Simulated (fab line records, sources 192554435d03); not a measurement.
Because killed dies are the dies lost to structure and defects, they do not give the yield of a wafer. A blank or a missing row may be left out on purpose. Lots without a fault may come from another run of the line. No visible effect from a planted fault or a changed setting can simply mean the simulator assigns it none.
Which tool did it?	flow n5-finfet	Sampling: 15 lots, 42 wafers, 8 of 1938 route steps

## WHAT THE GAUGES SHOWED, per wafer
N5_BEOL_M2_CD_MEAS_18: pitch 36 nm, target cd 18 nm. Usual: cd-nm reads 18.1 nm (standard deviation 0.39).
lot	measured	on	cd-nm (nm)	flag
L158	day 7 16:26	cd-sem-03	18.0 18.0 17.3	
L159	day 7 20:52	cd-sem-02	18.0 18.2 18.3	
L162	day 8 05:17	cd-sem-03	18.5 17.6 18.5	
L163	day 8 05:32	cd-sem-01	17.5 17.9 18.2	
L165	day 8 08:33	cd-sem-01	18.1 18.0	
L166	day 8 11:02	cd-sem-01	- - -	OFF
L167	day 8 20:47	cd-sem-01	- - -	OFF
L169	day 9 22:14	cd-sem-03	- - -	OFF
L170	day 10 08:04	cd-sem-03	18.3 18.0 18.7	
L175	day 10 21:20	cd-sem-01	19.1 17.6 17.6	
L177	day 11 08:08	cd-sem-02	18.1 17.7	
L178	day 12 00:14	cd-sem-01	17.9 18.7 18.9	
L179	day 12 10:04	cd-sem-02	17.7 18.5 18.1	
L181	day 12 16:44	cd-sem-01	17.8 18.3 18.0	
L180	day 12 23:39	cd-sem-03	17.8 17.5	

N5_BEOL_M4_RC_MEAS_101. Usual: DIBL_N 36.0 mV/V, standard deviation 1.7; DIBL_P 36.2 mV/V, standard deviation 2.3; IOFF_N 0.16 nA/um, standard deviation 0.03; IOFF_P 0.21 nA/um, standard deviation 0.036; ION_N 679 uA/um, standard deviation 11; ION_P 465 uA/um, standard deviation 7.1; SS_N 71.4 mV/dec, standard deviation 0.58; SS_P 73.3 mV/dec, standard deviation 0.75; VT_N 249 mV, standard deviation 3.1; VT_P -251 mV, standard deviation 3.5.
lot	measured	on	DIBL_N (mV/V)	DIBL_P (mV/V)	IOFF_N (nA/um)	IOFF_P (nA/um)	ION_N (uA/um)	ION_P (uA/um)	SS_N (mV/dec)	SS_P (mV/dec)	VT_N (mV)	VT_P (mV)	flag
L158	day 8 23:01	prober-02	35.5 38.1 38.1	34.9 37.4 38.4	0.14 0.18 0.19	0.22 0.26 0.28	681 683 691	465 468 471	71.0 71.8 71.3	73.4 73.6 73.9	248 248 245	-249 -246 -247	
L159	day 8 21:14	prober-01	33.9 32.7 35.4	33.3 31.5 35.5	0.14 0.12 0.15	0.19 0.17 0.21	673 665 683	461 459 467	71.0 70.9 70.4	73.1 72.2 72.8	248 252 249	-250 -253 -249	
L162	day 9 14:35	prober-01	34.5 35.3 32.5	36.6 36.7 32.8	0.17 0.18 0.12	0.26 0.25 0.18	682 685 666	477 473 460	70.6 71.1 70.1	72.9 72.7 71.6	245 245 253	-245 -245 -249	
L163	day 9 14:20	prober-02	36.7 35.8 35.3	36.3 34.3 34.4	0.16 0.14 0.14	0.21 0.17 0.18	684 684 674	467 462 462	70.8 71.0 70.6	73.6 73.2 72.6	249 252 251	-251 -254 -250	
L165	day 9 22:29	prober-01	34.2 36.1	34.3 35.9	0.13 0.17	0.19 0.21	670 683	454 465	71.1 72.0	73.6 73.6	251 249	-250 -251	
L170	day 11 11:38	prober-01	35.9 36.5 36.0	35.8 36.3 35.3	0.15 0.14 0.14	0.22 0.21 0.21	681 679 677	470 469 469	71.1 71.9 71.3	73.0 73.3 73.0	249 252 253	-252 -250 -247	
L175	day 12 03:20	prober-01	36.2 34.1 34.0	35.9 33.0 33.6	0.15 0.11 0.11	0.17 0.14 0.15	675 664 664	463 456 462	70.9 71.0 70.4	73.1 72.5 71.6	249 254 254	-255 -258 -254	
L177	day 12 20:01	prober-02	36.7 34.3	39.3 35.5	0.20 0.14	0.22 0.16	691 679	467 456	71.7 71.2	73.9 72.3	244 250	-252 -255	
L178	day 13 18:41	prober-02	36.4 37.2 38.1	37.7 38.2 39.5	0.16 0.18 0.20	0.22 0.23 0.25	681 680 699	469 464 476	71.8 71.8 71.8	73.6 74.4 74.7	249 249 245	-251 -252 -249	
L179	day 14 01:46	prober-01	37.9 38.5 37.8	36.6 37.6 37.1	0.17 0.20 0.19	0.21 0.24 0.22	691 696 703	463 469 470	71.6 71.7 71.1	73.4 74.8 73.7	248 245 245	-250 -247 -249	
L181	day 14 04:23	prober-01	37.0 36.6 38.6	37.6 37.2 39.7	0.16 0.17 0.20	0.22 0.22 0.27	687 683 688	469 462 470	71.7 71.3 72.0	73.4 73.8 74.9	250 247 245	-251 -252 -249	
L180	day 14 09:19	prober-02	40.8 36.5	43.6 37.9	0.28 0.16	0.32 0.22	701 672	481 462	72.3 72.2	74.5 72.9	241 253	-247 -250	

## WHICH TOOL RAN EACH LOT (tool, then ch and the chambers of the sampled wafers, then the start)
lot	N5_BEOL_M1_SPUTTER_81	N5_BEOL_M1_ANNEAL_51	N5_BEOL_M1_CMP_52	N5_BEOL_M2_ETCH_63	N5_BEOL_M2_ETCH_64	N5_BEOL_M2_HM_OPEN_17
L158	pvd-sputter-01, day 7 12:07	rtp-anneal-01 ch 0, day 7 13:43	cmp-03 ch 1,2,3, day 7 13:58	rie-diel-06 ch 2,3, day 7 16:03	rie-diel-06 ch 2,3, day 7 16:05	rie-metal-01 ch 0,1, day 7 16:17
L159	pvd-sputter-03, day 7 16:06	rtp-anneal-01 ch 0, day 7 17:40	cmp-03 ch 1,2,3, day 7 18:00	rie-diel-05 ch 1,2,3, day 7 20:29	rie-diel-05 ch 1,2,3, day 7 20:31	rie-metal-03 ch 0,1, day 7 20:41
L162	pvd-sputter-01, day 7 22:12	rtp-anneal-01 ch 0, day 7 23:47	cmp-01 ch 1,2,3, day 8 00:07	rie-diel-06 ch 1,2, day 8 04:53	rie-diel-06 ch 1,2, day 8 04:55	rie-metal-03 ch 0,1, day 8 05:05
L163	pvd-sputter-03, day 8 01:17	rtp-anneal-01 ch 0, day 8 02:50	cmp-01 ch 0,1,2, day 8 03:05	rie-diel-01 ch 0,2,3, day 8 05:10	rie-diel-01 ch 0,2,3, day 8 05:11	rie-metal-01 ch 0,1, day 8 05:22
L165	pvd-sputter-02, day 8 04:48	rtp-anneal-01 ch 0, day 8 06:28	cmp-03 ch 1,2, day 8 06:44	rie-diel-06 ch 0,2, day 8 08:10	rie-diel-06 ch 0,2, day 8 08:14	rie-metal-03 ch 0,1, day 8 08:25
L166	pvd-sputter-03, day 8 05:44	rtp-anneal-01 ch 0, day 8 07:16	cmp-03 ch 0,2,3, day 8 07:34	rie-diel-05 ch 0,1,2, day 8 10:37	rie-diel-05 ch 0,1,2, day 8 10:39	rie-metal-01 ch 0,1, day 8 10:49
L167	pvd-sputter-03, day 8 16:47	rtp-anneal-02 ch 0, day 8 18:26	cmp-01 ch 0,1, day 8 18:38	rie-diel-06 ch 0,1,2, day 8 20:20	rie-diel-06 ch 0,1,2, day 8 20:24	rie-metal-02 ch 0,1, day 8 20:33
L169	pvd-sputter-01, day 9 15:59	rtp-anneal-02 ch 0, day 9 17:31	cmp-03 ch 0,1,3, day 9 17:53	rie-diel-06 ch 1,2,3, day 9 21:46	rie-diel-06 ch 1,2,3, day 9 21:48	rie-metal-03 ch 0, day 9 21:58
L170	pvd-sputter-01, day 10 03:21	rtp-anneal-02 ch 0, day 10 04:52	cmp-03 ch 1,3, day 10 05:12	rie-diel-01 ch 1,2,3, day 10 07:41	rie-diel-01 ch 1,2,3, day 10 07:43	rie-metal-03 ch 0,1, day 10 07:53
L175	pvd-sputter-03, day 10 15:55	rtp-anneal-01 ch 0, day 10 18:11	cmp-04 ch 0,1, day 10 18:29	rie-diel-06 ch 1,2, day 10 20:56	rie-diel-06 ch 1,2, day 10 20:58	rie-metal-02 ch 0,1, day 10 21:08
L177	pvd-sputter-01, day 11 04:23	rtp-anneal-01 ch 0, day 11 06:02	cmp-01 ch 0,3, day 11 06:12	rie-diel-05 ch 1,3, day 11 07:44	rie-diel-05 ch 1,3, day 11 07:46	rie-metal-02 ch 0,1, day 11 07:58
L178	pvd-sputter-02, day 11 16:16	rtp-anneal-01 ch 0, day 11 17:50	cmp-01 ch 0,2, day 11 18:15	rie-diel-01 ch 1,2, day 11 23:52	rie-diel-01 ch 1,2, day 11 23:53	rie-metal-01 ch 0,1, day 12 00:04
L179	pvd-sputter-01, day 12 03:50	rtp-anneal-02 ch 0, day 12 05:24	cmp-03 ch 2,3, day 12 05:41	rie-diel-01 ch 0,1,2, day 12 09:35	rie-diel-01 ch 0,1,2, day 12 09:37	rie-metal-03 ch 0,1, day 12 09:47
L181	pvd-sputter-01, day 12 11:46	rtp-anneal-01 ch 0, day 12 13:22	cmp-01 ch 2,3, day 12 13:50	rie-diel-05 ch 0,2, day 12 16:21	rie-diel-05 ch 0,2, day 12 16:23	rie-metal-02 ch 0, day 12 16:33
L180	pvd-sputter-03, day 12 19:16	rtp-anneal-01 ch 0, day 12 20:55	cmp-03 ch 0,1, day 12 21:04	rie-diel-06 ch 0,2, day 12 23:16	rie-diel-06 ch 0,2, day 12 23:17	rie-metal-02 ch 0,1, day 12 23:30
- N5_BEOL_M1_SPUTTER_81: material Cu, target thk 4.5 nm, time 8.29 s.
- N5_BEOL_M1_ANNEAL_51: time 90 s.
- N5_BEOL_M1_CMP_52: polishes, stops on SiOC, t overpolish 6.8 s, target thk 40 nm.
- N5_BEOL_M2_ETCH_63: etches SiARC in CF4, target depth 15.6 nm, time 26 s.
- N5_BEOL_M2_ETCH_64: etches SOC in N2/H2, target depth 75 nm, overetch 22.5 nm, time 121.9 s.
- N5_BEOL_M2_HM_OPEN_17: chemistry Cl2/BCl3, target TiN, target depth 20 nm, overetch 6 nm.

## AS READ BY THE TOOLS THEMSELVES (means over the sampled wafers that have a number; for cases with no such wafer, the mark the record gives instead)
N5_BEOL_M1_SPUTTER_81. Usual: substrate-temp-c -20.00 C, standard deviation 0.1; throttle-valve-pct 30.5 %, standard deviation 0.8.
lot	tool	substrate-temp-c (C)	throttle-valve-pct (%)	flag
L158	pvd-sputter-01	-20.03	30.2	
L159	pvd-sputter-03	-20.06	31.0	
L162	pvd-sputter-01	-20.02	30.1	
L163	pvd-sputter-03	-19.97	30.7	
L165	pvd-sputter-02	-19.93	29.9	
L166	pvd-sputter-03	-20.08	31.5	
L167	pvd-sputter-03	-19.92	31.3	
L169	pvd-sputter-01	-20.03	29.9	
L170	pvd-sputter-01	-20.13	29.9	
L175	pvd-sputter-03	-19.99	31.0	
L177	pvd-sputter-01	-19.96	30.1	
L178	pvd-sputter-02	-19.93	31.1	
L179	pvd-sputter-01	-19.99	30.3	
L181	pvd-sputter-01	-19.95	30.2	
L180	pvd-sputter-03	-19.91	31.1	

N5_BEOL_M1_ANNEAL_51. Usual: anneal-temp-c-max 225.96, standard deviation 0.25; wafer_temp_C_max 226.6, standard deviation 0.68.
lot	tool	anneal-temp-c-max	wafer_temp_C_max	flag
L158	rtp-anneal-01	226.08	227.3	
L159	rtp-anneal-01	226.09	226.6	
L162	rtp-anneal-01	226.34	226.9	
L163	rtp-anneal-01	225.82	226.9	
L165	rtp-anneal-01	226.09	226.6	
L166	rtp-anneal-01	226.11	227.1	
L167	rtp-anneal-02	225.60	226.1	
L169	rtp-anneal-02	225.83	225.7	
L170	rtp-anneal-02	225.85	225.9	
L175	rtp-anneal-01	225.95	226.8	
L177	rtp-anneal-01	225.96	226.9	
L178	rtp-anneal-01	225.94	227.3	
L179	rtp-anneal-02	226.20	225.9	
L181	rtp-anneal-01	225.79	226.9	
L180	rtp-anneal-01	225.75	227.2	

N5_BEOL_M1_CMP_52. Usual: barrier-field-endpoint-s 24.8 s, standard deviation 0.6; motor-current-A 5.9 A, standard deviation 0.46; overpolish-run-s 6.801 s, standard deviation 0.0088; slurry-flow-ml-min 150.0, standard deviation 0.47; time-to-endpoint-s 62 s, standard deviation 3.
lot	tool	barrier-field-endpoint-s (s)	motor-current-A (A)	overpolish-run-s (s)	slurry-flow-ml-min	time-to-endpoint-s (s)	flag
L158	cmp-03	25.3	5.7	6.806	149.9	63	
L159	cmp-03	25.5	5.7	6.799	149.9	64	
L162	cmp-01	25.0	6.2	6.810	149.7	65	
L163	cmp-01	25.3	6.2	6.799	150.2	64	
L165	cmp-03	25.0	5.3	6.806	150.2	60	
L166	cmp-03	24.5	5.7	6.808	149.7	62	
L167	cmp-01	25.3	6.0	6.796	150.1	65	
L169	cmp-03	24.8	5.7	6.808	150.1	64	
L170	cmp-03	24.9	6.1	6.800	149.6	65	
L175	cmp-04	24.8	6.3	6.803	149.8	62	
L177	cmp-01	25.0	5.8	6.793	150.0	62	
L178	cmp-01	24.6	6.1	6.811	149.9	63	
L179	cmp-03	24.4	5.8	6.806	150.4	59	
L181	cmp-01	25.1	6.0	6.803	149.2	61	
L180	cmp-03	24.5	5.4	6.794	149.7	62	

N5_BEOL_M2_ETCH_63. Usual: bias-w 36.00 W, standard deviation 0.093; cf4-flow-sccm 100.1 sccm, standard deviation 0.3; drypump-motor-current-A 5.7 A, standard deviation 0.41; etch-rf-on-time-s 25.7 s, standard deviation 0.45; oes-product-au 0.69 a.u., standard deviation 0.07; rf-vpp-V 184.1 V, standard deviation 1.1; showerhead-plenum-p-Torr 2.15 Torr, standard deviation 0.059; throttle-valve-pct 15.57 %, standard deviation 0.2.
lot	tool	bias-w (W)	cf4-flow-sccm (sccm)	drypump-motor-current-A (A)	etch-rf-on-time-s (s)	oes-product-au (a.u.)	rf-vpp-V (V)	showerhead-plenum-p-Torr (Torr)	throttle-valve-pct (%)	flag
L158	rie-diel-06	35.94	100.1	5.2	25.9	0.65	185.2	2.22	15.72	
L159	rie-diel-05	35.94	99.9	6.0	25.4	0.71	183.3	2.12	15.66	
L162	rie-diel-06	35.96	99.9	5.8	26.5	0.65	184.3	2.11	15.59	
L163	rie-diel-01	36.06	100.2	5.3	25.5	0.71	184.9	2.18	15.51	
L165	rie-diel-06	35.97	99.8	5.3	25.6	0.69	183.8	2.20	15.56	
L166	rie-diel-05	-	-	-	-	-	-	-	-	OFF
L167	rie-diel-06	-	-	-	-	-	-	-	-	OFF
L169	rie-diel-06	-	-	-	-	-	-	-	-	OFF
L170	rie-diel-01	35.96	100.1	5.5	25.6	0.68	184.7	2.17	15.60	
L175	rie-diel-06	36.05	100.4	5.6	26.2	0.67	184.5	2.17	15.52	
L177	rie-diel-05	36.02	99.8	6.1	25.8	0.77	184.1	2.12	15.48	
L178	rie-diel-01	35.99	100.2	5.7	25.4	0.71	184.3	2.16	15.54	
L179	rie-diel-01	35.94	100.1	5.5	25.4	0.72	185.8	2.16	15.49	
L181	rie-diel-05	36.04	99.8	5.7	25.6	0.67	183.9	2.13	15.45	
L180	rie-diel-06	35.90	99.8	5.3	25.7	0.66	184.2	2.19	15.66	

N5_BEOL_M2_ETCH_64. Usual: bias-w 150.0 W, standard deviation 0.44; chamber-pressure-mTorr 30.001 mTorr, standard deviation 0.029; drypump-motor-current-A 5.7 A, standard deviation 0.41; h2-flow-sccm 199.9 sccm, standard deviation 0.58; oes-product-au 0.61 a.u., standard deviation 0.057; rf-vpp-V 524.4 V, standard deviation 2.2; showerhead-plenum-p-Torr 2.55 Torr, standard deviation 0.079; throttle-valve-pct 17.80 %, standard deviation 0.18.
lot	tool	bias-w (W)	chamber-pressure-mTorr (mTorr)	drypump-motor-current-A (A)	h2-flow-sccm (sccm)	oes-product-au (a.u.)	rf-vpp-V (V)	showerhead-plenum-p-Torr (Torr)	throttle-valve-pct (%)	flag
L158	rie-diel-06	150.1	29.986	5.2	200.1	0.57	526.4	2.63	17.84	
L159	rie-diel-05	150.4	30.002	6.0	199.9	0.62	522.3	2.53	17.90	
L162	rie-diel-06	150.2	29.984	5.9	199.4	0.58	524.1	2.50	17.83	
L163	rie-diel-01	150.1	29.984	5.3	200.2	0.62	525.7	2.59	17.72	
L165	rie-diel-06	150.1	30.002	5.2	200.2	0.61	525.6	2.62	17.88	
L166	rie-diel-05	150.0	29.985	5.8	200.2	0.32	523.4	2.51	17.70	OFF
L167	rie-diel-06	150.1	29.973	5.6	199.9	0.29	524.3	2.55	17.86	OFF
L169	rie-diel-06	149.9	29.980	5.5	200.0	0.31	524.9	2.56	17.69	OFF
L170	rie-diel-01	149.7	30.004	5.5	199.9	0.61	525.0	2.58	17.79	
L175	rie-diel-06	150.3	30.033	5.6	199.9	0.60	526.0	2.59	17.78	
L177	rie-diel-05	149.6	29.981	6.1	200.6	0.67	524.6	2.54	17.80	
L178	rie-diel-01	150.0	29.971	5.7	199.7	0.63	524.7	2.56	17.71	
L179	rie-diel-01	150.1	30.025	5.5	199.5	0.63	525.0	2.56	17.68	
L181	rie-diel-05	149.8	30.027	5.8	199.8	0.60	524.2	2.53	17.72	
L180	rie-diel-06	150.1	29.978	5.3	199.8	0.58	524.8	2.60	17.95	

N5_BEOL_M2_HM_OPEN_17. Usual: bcl3-flow-sccm 21.75 sccm, standard deviation 0.064; drypump-motor-current-A 5.9 A, standard deviation 0.6; oes-product-au 0.70 a.u., standard deviation 0.087; throttle-valve-pct 22.04 %, standard deviation 0.28.
lot	tool	bcl3-flow-sccm (sccm)	drypump-motor-current-A (A)	oes-product-au (a.u.)	throttle-valve-pct (%)	flag
L158	rie-metal-01	21.73	5.8	0.60	21.88	
L159	rie-metal-03	21.83	6.4	0.74	22.03	
L162	rie-metal-03	21.75	6.3	0.74	22.04	
L163	rie-metal-01	21.77	5.2	0.70	22.00	
L165	rie-metal-03	21.69	6.3	0.74	22.04	
L166	rie-metal-01	21.72	5.2	0.30	22.65	OFF
L167	rie-metal-02	21.78	5.9	0.29	23.01	OFF
L169	rie-metal-03	21.87	6.3	0.33	22.71	OFF
L170	rie-metal-03	21.76	6.3	0.73	22.04	
L175	rie-metal-02	21.71	5.7	0.62	22.19	
L177	rie-metal-02	21.77	5.8	0.62	22.29	
L178	rie-metal-01	21.72	5.8	0.78	21.62	
L179	rie-metal-03	21.77	6.4	0.72	22.05	
L181	rie-metal-02	21.74	5.6	0.60	22.01	
L180	rie-metal-02	21.73	5.8	0.62	22.29	

## THE ANSWER, worked out from the rows above alone
Rule: a lot counts as off when the mean over its wafers that have a number is more than 3 standard deviations away from the usual mean. Also off: a lot with no number at a reading for which 4 or more lots have one. Any other lot the step has rows for is counted as sound. Order of review: gauges by route order, followed by the tools' own readings, for which a lot's mean as printed above is used. At the first step where some lot is off, the reading lying furthest off is the one used; lots without a number count as furthest.
Off: L166, L167, L169 (N5_BEOL_M2_CD_MEAS_18, cd-nm). Without a number there: L166, L167, L169.
A tool fits if, at a process step before that reading, it ran every lot that is off, and no sound lot after the first of them. Not tried: the gauges at N5_BEOL_M2_CD_MEAS_18; whatever is off there is also off at N5_BEOL_M2_ETCH_63, on other tools, and gauge error can't account for it. None of those tried fits.

## WHAT HAD BEEN PUT IN BY THE SIMULATOR
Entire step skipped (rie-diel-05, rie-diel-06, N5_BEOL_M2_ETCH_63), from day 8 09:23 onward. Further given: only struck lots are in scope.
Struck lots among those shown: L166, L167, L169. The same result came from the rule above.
